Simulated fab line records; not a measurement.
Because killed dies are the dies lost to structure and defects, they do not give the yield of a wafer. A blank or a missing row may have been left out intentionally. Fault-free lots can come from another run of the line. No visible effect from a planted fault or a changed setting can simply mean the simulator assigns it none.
fab line records	flow n5-finfet
record: lots: 7	wafers: 20	last-day: 17
route steps=1938 shown BEOL_M2@914 BEOL_M4@1111
lots that met no fault: taken from a fault-free run of the same line
start-h: the number of hours between the record's first day and the start of the first shown wafer of the lot	wait-h: hours from the lot's prior step to this one	" unchanged from the row above	L1.1+2: several wafers, shown together as one row	- no value, or no start given	* or withheld: withheld	< > ~ a bound
route shown NAME@n: NAME is a module with steps in the file, n the number in the route of the first one	usual: the fault-free wafers' mean and standard deviation	same: alike in all rows	chamber/n: place in a boat	sites: each site's reading	_std_site: how widely they spread, as a standard deviation	_edge_site: inner sites' mean taken away from outer sites' mean	radius-mm: for every site, how far away it sits from the centre of the wafer	mask NAME#n: copy n	behind: the tool/chamber that last shaped the wafer	hold: the reason the lot was held/the length of the hold in hours/how it ended	device: which transistor (n, p or np) failed to switch	end of line: tests run on the same wafers once the route is complete	a step with no rows: only its recipe	killed: the dies lost at the first sort to structure and to defects; this is not the yield of the wafer	map: the dies of a wafer, with x for killed, . for not killed, _ for no die there
set.NAME: the run value of the setting; set.NAME@STEP: its run value at that earlier step	model.NAME: the simulator's own value behind a step, which no gauge read
lots seen at some steps along the route; tables by step, rows by wafer
services: the hour from which a tool's chamber was out of use, counted from the record's first day as start-h (under 0 if before that day), plus the number of hours and why
== steps ==
step: N5_BEOL_M2_SPUTTER_90
recipe: material: Cu	target-thk-a: 45	temp-c: -20	chamber-pressure-pa: 0.07	power-w: withheld	time-s: 8.29
usual: throttle-valve-pct: 29.9/1
lot.wafer	tool	chamber	start-h	wait-h	throttle-valve-pct
L746.2	pvd-sputter-03	-	138.42	0.1	28.5
L746.3	"	-	"	"	31.6
L746.4	"	-	"	"	29.9
L751.1	pvd-sputter-02	-	167.38	0.1	29.8
L751.4	"	-	"	"	28.8
L751.5	"	-	"	"	29.5
L755.4	pvd-sputter-02	-	200.24	0.1	31.4
L755.5	"	-	"	"	29.8
L755.6	"	-	"	"	28.6
L759.3	pvd-sputter-03	-	228.96	0.1	28.7
L759.4	"	-	"	"	31.6
L759.6	"	-	"	"	28.9
L761.1	pvd-sputter-03	-	237.89	0.1	32.0
L761.4	"	-	"	"	28.7
L761.6	"	-	"	"	29.9
L762.1	pvd-sputter-01	-	238.43	0.1	31.4
L762.3	"	-	"	"	29.5
L762.4	"	-	"	"	29.7
L763.2	pvd-sputter-01	-	245.27	0.1	29.7
L763.4	"	-	"	"	30.1
step: N5_BEOL_M2_ANNEAL_91
recipe: temp-c: 400	time-s: 240	ambient: vacuum
usual: heater-power-w: 811/81
lot.wafer	tool	chamber	start-h	wait-h	heater-power-w
L746.2	pvd-sputter-03	-	138.50	0.0	684
L746.3	"	-	"	"	724
L746.4	"	-	"	"	824
L751.1	pvd-sputter-02	-	167.46	0.0	844
L751.4	"	-	"	"	896
L751.5	"	-	"	"	830
L755.4	pvd-sputter-02	-	200.32	0.0	682
L755.5	"	-	"	"	869
L755.6	"	-	"	"	898
L759.3	pvd-sputter-03	-	229.04	0.0	926
L759.4	"	-	"	"	726
L759.6	"	-	"	"	959
L761.1	pvd-sputter-03	-	237.97	0.0	732
L761.4	"	-	"	"	937
L761.6	"	-	"	"	800
L762.1	pvd-sputter-01	-	238.51	0.0	910
L762.3	"	-	"	"	862
L762.4	"	-	"	"	808
L763.2	pvd-sputter-01	-	245.35	0.0	868
L763.4	"	-	"	"	817
step: N5_BEOL_M2_SPUTTER_92
recipe: material: Cu	target-thk-a: 45	temp-c: -20	chamber-pressure-pa: 0.07	power-w: withheld	time-s: 8.29
step: N5_BEOL_M2_ANNEAL_93
recipe: temp-c: 400	time-s: 240	ambient: vacuum
step: N5_BEOL_M2_SPUTTER_94
recipe: material: Cu	target-thk-a: 45	temp-c: -20	chamber-pressure-pa: 0.07	power-w: withheld	time-s: 8.29
usual: throttle-valve-pct: 29.9/1
lot.wafer	tool	chamber	start-h	wait-h	throttle-valve-pct
L746.2	pvd-sputter-03	-	138.86	0.1	28.4
L746.3	"	-	"	"	31.7
L746.4	"	-	"	"	29.7
L751.1	pvd-sputter-02	-	167.82	0.1	29.8
L751.4	"	-	"	"	28.9
L751.5	"	-	"	"	29.6
L755.4	pvd-sputter-02	-	200.68	0.1	31.3
L755.5	"	-	"	"	29.6
L755.6	"	-	"	"	28.6
L759.3	pvd-sputter-03	-	229.40	0.1	28.6
L759.4	"	-	"	"	31.9
L759.6	"	-	"	"	28.4
L761.1	pvd-sputter-03	-	238.33	0.1	31.8
L761.4	"	-	"	"	28.4
L761.6	"	-	"	"	29.9
L762.1	pvd-sputter-01	-	238.87	0.1	31.2
L762.3	"	-	"	"	29.5
L762.4	"	-	"	"	29.8
L763.2	pvd-sputter-01	-	245.71	0.1	29.7
L763.4	"	-	"	"	29.5
step: N5_BEOL_M2_ANNEAL_95
recipe: temp-c: 400	time-s: 240	ambient: vacuum
step: N5_BEOL_M2_SPUTTER_96
recipe: material: Cu	target-thk-a: 45	temp-c: -20	chamber-pressure-pa: 0.07	power-w: withheld	time-s: 8.29
usual: throttle-valve-pct: 29.9/1
lot.wafer	tool	chamber	start-h	wait-h	throttle-valve-pct
L746.2	pvd-sputter-03	-	139.08	0.1	28.4
L746.3	"	-	"	"	31.9
L746.4	"	-	"	"	29.6
L751.1	pvd-sputter-02	-	168.04	0.1	29.9
L751.4	"	-	"	"	28.7
L751.5	"	-	"	"	29.8
L755.4	pvd-sputter-02	-	200.90	0.1	31.7
L755.5	"	-	"	"	29.6
L755.6	"	-	"	"	28.6
L759.3	pvd-sputter-03	-	229.62	0.1	28.6
L759.4	"	-	"	"	32.2
L759.6	"	-	"	"	28.3
L761.1	pvd-sputter-03	-	238.55	0.1	31.8
L761.4	"	-	"	"	28.6
L761.6	"	-	"	"	29.7
L762.1	pvd-sputter-01	-	239.09	0.1	31.1
L762.3	"	-	"	"	29.6
L762.4	"	-	"	"	29.6
L763.2	pvd-sputter-01	-	245.93	0.1	29.4
L763.4	"	-	"	"	29.7
step: N5_BEOL_M2_ECD_50
recipe: material: Cu	target-thk-a: 3000
step: N5_BEOL_M2_ANNEAL_51
recipe: temp-c: 225	time-s: 90	ambient: N2
usual: wafer_temp_C_max: 225.8/0.31
lot.wafer	tool	chamber	start-h	wait-h	wafer_temp_C_max
L746.2	rtp-anneal-01	0	139.52	0.3	225.7
L746.3	"	0	"	"	226.1
L746.4	"	0	"	"	226.0
L751.1	rtp-anneal-02	0	168.24	0.1	226.3
L751.4	"	0	"	"	225.9
L751.5	"	0	"	"	226.2
L755.4	rtp-anneal-02	0	201.23	0.2	226.2
L755.5	"	0	"	"	226.7
L755.6	"	0	"	"	226.5
L759.3	rtp-anneal-01	0	229.91	0.1	225.9
L759.4	"	0	"	"	225.5
L759.6	"	0	"	"	225.4
L761.1	rtp-anneal-02	0	238.74	0.1	225.9
L761.4	"	0	"	"	225.8
L761.6	"	0	"	"	225.7
L762.1	rtp-anneal-01	0	239.29	0.1	225.8
L762.3	"	0	"	"	225.6
L762.4	"	0	"	"	225.5
L763.2	rtp-anneal-01	0	246.17	0.1	225.5
L763.4	"	0	"	"	225.7
step: N5_BEOL_M2_CMP_52
recipe: stop-on: SiOC	t-overpolish-s: 6.8	down-force-psi: 1	platen-rpm: 50	clearing-platen-down-force-psi: 1.5	clearing-platen-rpm: 50	post-cmp-clean: cu-alkaline	target-thk-nm: 40	clearing-platen-pad-velocity-m-s: 0.99484	pad-velocity-m-s: 0.99484
step: N5_BEOL_M2_THK_MEAS_53
recipe: thk-meas-gauge: xrf	reads: Cu_of_BEOL_M2_ECD_50
usual: M2_THK: 39.8/1.9
lot.wafer	tool	chamber	start-h	wait-h	M2_THK[nm]
L746.2	film-metro-02	-	140.07	-	39.1
L746.3	"	-	"	"	37.8
L746.4	"	-	"	"	37.8
L751.1	film-metro-02	-	168.83	-	40.7
L751.4	"	-	"	"	41.2
L751.5	"	-	"	"	43.0
L755.4	film-metro-02	-	201.69	-	38.4
L755.5	"	-	"	"	38.5
L755.6	"	-	"	"	38.5
L759.3	film-metro-02	-	230.41	-	42.1
L759.4	"	-	"	"	39.1
L759.6	"	-	"	"	37.6
L761.1	film-metro-02	-	239.34	-	40.0
L761.4	"	-	"	"	39.0
L761.6	"	-	"	"	38.1
L762.1	film-metro-01	-	240.16	-	40.5
L762.3	"	-	"	"	41.5
L762.4	"	-	"	"	41.0
L763.2	film-metro-01	-	246.72	-	40.5
L763.4	"	-	"	"	41.2
step: N5_BEOL_M2_PRE_CLEAN_60
recipe: gas: NH3/H2	time-s: 15	temp-c: *	rf-power-w: 300
step: N5_BEOL_M2_CO_CAP_55
recipe: material: Co	target-thk-a: 20	temp-c: 200	precursor: CCTBA/H2	pressure-torr: 30	time-s: 102.1
usual: chamber-pressure-Torr: 29.99/0.064	heater-power-w: 237/28	run-length-s: 125.1/0.67
lot.wafer	tool	chamber	start-h	wait-h	chamber-pressure-Torr	heater-power-w	run-length-s	model.Co_of_BEOL_M2_CO_CAP_55.thk-nm
L746.2	cvd-co-02	2	140.22	0.0	29.86	220	125.1	2
L746.3	"	0	"	"	29.92	214	125.8	1.8
L746.4	"	2	"	"	29.87	218	125.2	2
L751.1	cvd-co-02	0	168.91	0.0	30.03	208	125.8	2.2
L751.4	"	1	"	"	30.03	230	124.1	2.2
L751.5	"	0	"	"	29.96	211	125.9	2.2
L755.4	cvd-co-02	1	201.86	0.0	29.98	226	124.0	2
L755.5	"	0	"	"	29.87	217	125.6	2
L755.6	"	2	"	"	29.95	220	124.9	2
L759.3	cvd-co-01	2	230.49	0.0	29.96	257	125.5	2
L759.4	"	2	"	"	30.00	260	125.2	2
L759.6	"	1	"	"	30.12	298	125.3	2.2
L761.1	cvd-co-02	1	239.41	0.0	30.03	226	123.8	2
L761.4	"	0	"	"	30.01	212	56.8	0.8
L761.6	"	1	"	"	29.99	231	123.9	2
L762.1	cvd-co-02	1	240.31	0.0	29.91	221	123.7	2
L762.3	"	2	"	"	29.94	218	125.0	2
L762.4	"	2	"	"	30.03	224	56.3	0.8
L763.2	cvd-co-02	2	246.80	0.0	30.03	225	55.6	0.8
L763.4	"	0	"	"	29.96	213	56.6	0.8
step: N5_BEOL_M2_PRE_CLEAN_56
recipe: gas: NH3	time-s: 15	temp-c: withheld	rf-power-w: 300
step: N5_BEOL_M4_RC_MEAS_101
usual: DIBL_N: 37.5/2.5	DIBL_P: 38/3.1	IOFF_N: 0.19/0.059	IOFF_P: 0.24/0.061	ION_N: 679/16	ION_P: 465/9.8	SS_N: 72.0/0.8	SS_P: 73.7/0.86	VT_N: 248/4.5	VT_P: -249/3.5
lot.wafer	tool	chamber	start-h	wait-h	DIBL_N[mV/V]	DIBL_P[mV/V]	IOFF_N[nA/um]	IOFF_P[nA/um]	ION_N[uA/um]	ION_P[uA/um]	SS_N[mV/dec]	SS_P[mV/dec]	VT_N[mV]	VT_P[mV]
L746.2	prober-02	0	163.50	0.2	38.2	37	0.18	0.21	675	457	72.1	73.4	252	-251
L746.3	"	0	"	"	37.0	37	0.16	0.23	676	469	71.6	73.1	249	-249
L746.4	"	0	"	"	41.6	42	0.28	0.30	683	459	73.3	74.7	246	-245
L751.1	prober-02	0	191.79	0.0	36.9	36	0.16	0.21	679	465	70.7	72.8	249	-249
L751.4	"	0	"	"	33.8	34	0.12	0.18	648	452	70.1	72.9	254	-251
L751.5	"	0	"	"	33.0	32	0.11	0.16	653	453	70.1	72.5	255	-252
L755.4	prober-01	0	225.88	0.5	40.4	40	0.25	0.35	711	486	72.9	74.3	243	-241
L755.5	"	0	"	"	36.9	35	0.15	0.23	672	469	71.4	73.4	250	-247
L755.6	"	0	"	"	37.5	36	0.16	0.23	686	472	71.7	73.4	252	-247
L759.3	prober-02	0	257.34	0.3	43.9	45	0.41	0.56	724	496	73.8	75.5	236	-235
L759.4	"	0	"	"	36.5	34	0.15	0.23	690	476	71.1	72.3	250	-245
L759.6	"	0	"	"	36.9	34	0.17	0.24	683	472	72.2	73.3	247	-243
L761.1	prober-01	0	258.07	0.0	35.2	38	0.15	0.23	654	453	71.0	72.2	251	-247
L761.4	"	0	"	"	35.1	36	0.16	0.20	672	458	71.7	73.9	248	-250
L761.6	"	0	"	"	37.7	40	0.23	0.27	679	459	72.7	74.4	244	-248
L762.1	prober-02	0	262.67	0.0	39.4	41	0.22	0.26	705	478	72.4	73.8	247	-248
L762.3	"	0	"	"	37.8	39	0.20	0.24	682	464	72.4	74.1	248	-250
L762.4	"	0	"	"	40.2	43	0.24	0.30	704	478	71.6	75.0	245	-246
L763.2	prober-01	0	283.52	0.2	40.7	41	0.24	0.26	697	471	72.1	74.2	243	-248
L763.4	"	0	"	"	38.9	38	0.21	0.23	677	451	72.5	74.4	247	-253
== services ==
tool	chamber	start-h	hours	kind
cvd-co-02	1	114.75	-	clean
cvd-co-02	1	114.75	22.0	scheduled-down
cvd-co-02	1	114.75	22.0	vent-cycle
pvd-sputter-01	-	133.40	2.5	repair
cvd-co-01	-	163.02	0.8	repair
== key ==
first-sign: step: N5_BEOL_M2_CO_CAP_55	reading: run-length-s	direction: down	sigmas: 99+	usual: *	struck: *
effect none on later readings
model-effect: step: N5_BEOL_M2_CO_CAP_55	value: Co_of_BEOL_M2_CO_CAP_55.thk-nm	without: 2.15	struck: 0.8
met-at N5_BEOL_M2_CO_CAP_55
struck-wafers L761.4,L762.4,L763.2,L763.4
onset-between 201.86 239.41
fault: kind: process-parameter-drift	tool: cvd-co-02	chamber: -	onset-h: 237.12	steps: N5_BEOL_M2_CO_CAP_55	channel: time-s	offset: *	shape: step	end-h: 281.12	scope: struck-wafers-only	acts-in: *	stated: *
